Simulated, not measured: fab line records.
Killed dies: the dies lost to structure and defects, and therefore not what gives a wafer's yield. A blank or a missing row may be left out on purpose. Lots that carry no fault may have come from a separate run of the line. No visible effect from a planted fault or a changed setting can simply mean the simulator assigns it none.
Code-filled problem report in 8D (eight disciplines) form    flow nand-harc    the parts of the form that need people (team, actions taken, sign-off) are left out

== 1. WHAT WENT WRONG ==
At NHARC_P_M1_ETCH_35, oes-product-au averages 0.826 a.u. over 4 wafers from 3 lots, while fault-free wafers read 1.000 a.u., standard deviation 0.007. Relative to the usual mean, that is a shift of -25 standard deviations.
The step: etches the open film in N2/H2, target depth 40 nm, overetch 12 nm, time 43.94 s.
First seen on wafer L655.3, day 7 21:36, on rie-diel-08. The record holds 33 wafers of 11 lots with a number at this step. By rule, "out" or "out of limits" means more than 4 standard deviations away from the usual mean. Any other wafer with a number is counted as sound.

== 2. WHAT IT IS; WHAT IT IS NOT ==
question                     is                              is not
which readings at this step  oes-product-au                  chamber-pressure-mTorr, drypump-motor-current-A, rf-vpp-V, showerhead-plenum-p-Torr
which lots                   L655, L656, L658                L647, L648, L649, L650, L652, L664, L668, L669
which wafers of those lots   L655.3, L655.4, L656.3, L658.4  L655.6, L656.2, L656.6, L658.2, L658.5
read on which tools          rie-diel-08                     rie-diel-04, rie-diel-12
when                         from day 7 21:36                up to then (16 sound wafers); but 13 sound wafers of L656, L658, L664, L668, L669 came after

== 3. WHAT RULES OUT EACH SUSPECT ==
Counting: any tool at a process step up to the reading remains a suspect provided it ran every lot that is out. Sound lots after the first of them don't rule it out here, since some wafers of a struck lot are sound.
- rie-diel-08 at NHARC_P_M1_ETCH_35 (etches the open film in N2/H2, target depth 40 nm, overetch 12 nm, time 43.94 s): kept. It ran every lot that is out, first L655 (day 7 21:36). On those wafers its own readings are out: oes-product-au.
The count leaves rie-diel-08 at NHARC_P_M1_ETCH_35.

== 4. THE CAUSE (what the simulator had put in) ==
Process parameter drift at NHARC_P_M1_ETCH_35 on rie-diel-08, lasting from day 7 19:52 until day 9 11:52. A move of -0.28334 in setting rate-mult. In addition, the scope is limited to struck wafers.
After counting, this tool was the only one left.

== 5. SEQUENCE OF EFFECTS, ordered by route ==
Each row: a reading whose mean over the struck wafers that have a number lies more than 3 standard deviations from the usual. Scope: only readings with a usual standard deviation given in the record; hours: median across lots of the time from each lot's start at the first step in this table that gives one to its start at this step; sigmas: change in usual standard deviations.
hours  step                reading         usual       on struck wafers  change  sigmas
0      NHARC_P_M1_ETCH_35  oes-product-au  1.000 a.u.  0.826             -0.174  -25
The process steps in it:
- NHARC_P_M1_ETCH_35: etches the open film in N2/H2, target depth 40 nm, overetch 12 nm, time 43.94 s.

== 6. WHAT WOULD HAVE CAUGHT IT SOONER ==
First out-of-limits reading in this record: day 7 21:36, which is 2 hours after fault onset at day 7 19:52.
